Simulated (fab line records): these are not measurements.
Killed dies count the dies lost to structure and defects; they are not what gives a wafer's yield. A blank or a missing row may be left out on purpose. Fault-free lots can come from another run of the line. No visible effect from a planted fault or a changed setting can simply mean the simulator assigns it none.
A lot that was struck, set against a sound lot -- flow n5 finfet -- 31 steps out of a route of 1938
Sound: these wafers, L620.3, L620.5, L620.6. Wafers L611.2, L611.4, L611.5 were the ones struck. The cause is named last.
For every step that has rows: the tool of each side, followed by ch and its chambers, followed by its first start. Under that, the readings that differ: sound wafers -- struck wafers -- difference of the means -- sigmas: that difference in standard deviations of wafers without a fault.
alike: same words and numbers on both sides, and readings whose means sit less than 2 such deviations apart. not compared: any withheld reading, any reading some wafer has no value for, any bound like >300 that may hide the same value, and any number with overlapping values for which the record gives no deviation.
A row with sigmas, a row that says differs or no value, or rows on one side alone: a step with any of these is where the two part. Numbers that don't overlap but have no deviation are shown without sigmas and don't part them. A reading that every wafer of one side lacks parts them only if that side has two wafers or more.

first, 9 steps without rows for these wafers: N5_PASSIVATION_SOFTBAKE_25 (time 90 s); N5_PASSIVATION_EXPOSE_27 (exposes mask PAD, defocus 0 nm); N5_PASSIVATION_PEB_28; N5_PASSIVATION_DEVELOP_29 (develop time 60 s); N5_PASSIVATION_HARDBAKE_31 (time 120 s); N5_PASSIVATION_DESCUM_32 (chemistry O2, time 7.9 s); N5_PASSIVATION_AL_ETCH_33 (etches Al in Cl2/BCl3, stops on TaN, target depth 2800 nm, time 466.7 s); N5_PASSIVATION_ETCH_59 (etches TaN in Cl2/BCl3, target depth 65 nm, time 34.9 s); N5_PASSIVATION_STRIP_34 (strips in O2).
N5_PASSIVATION_STRIP_51: strips in post etch residue remover, time 1200 s.
  sound on wet bench-03 ch 0,2,3, day 20 14:39; struck on wet bench-03 ch 0,3,4, day 17 12:44
then, 20 steps without rows for these wafers: N5_PASSIVATION_CLEAN_69 (cleans in IPA, time 180 s); N5_PASSIVATION_SRD_70 (time 30 s); N5_PASSIVATION_PECVD_53 (deposits SiO2 from TEOS/O2, target thk 800 nm, time 169.4 s); N5_PASSIVATION_PECVD_35 (deposits SiNx from SiH4/NH3/N2, target thk 700 nm, time 151.3 s); N5_PASSIVATION_HMDS_37 (time 60 s); N5_PASSIVATION_COAT_38; N5_PASSIVATION_EBR_40; N5_PASSIVATION_SOFTBAKE_39 (time 120 s); N5_PASSIVATION_EXPOSE_41 (exposes mask PASS OPEN, defocus 0 nm, target cd 40000 nm); N5_PASSIVATION_PEB_42; N5_PASSIVATION_DEVELOP_43 (develop time 60 s); N5_PASSIVATION_HARDBAKE_45 (time 120 s); N5_PASSIVATION_DESCUM_46 (chemistry O2, time 7.9 s); N5_PASSIVATION_PASS_ETCH_47 (etches SiNx in CF4/O2, target depth 770 nm, time 385 s); N5_PASSIVATION_ETCH_54 (etches SiO2 in CHF3/O2, target depth 880 nm, time 440 s); N5_PASSIVATION_STRIP_48 (strips in O2); N5_PASSIVATION_STRIP_52 (strips in post etch residue remover, time 1200 s); N5_PASSIVATION_CLEAN_71 (cleans in IPA, time 180 s); N5_PASSIVATION_SRD_72 (time 30 s); N5_PASSIVATION_ANNEAL_56 (time 1800 s).
N5_PASSIVATION_PROBE_49:
  only the struck wafers here have rows in the record (prober-01, day 17 17:31); the sound ones have none

## WHERE THEY PART
N5_PASSIVATION_PROBE_49 only, going by this record.

WHY: whatever the simulator had introduced
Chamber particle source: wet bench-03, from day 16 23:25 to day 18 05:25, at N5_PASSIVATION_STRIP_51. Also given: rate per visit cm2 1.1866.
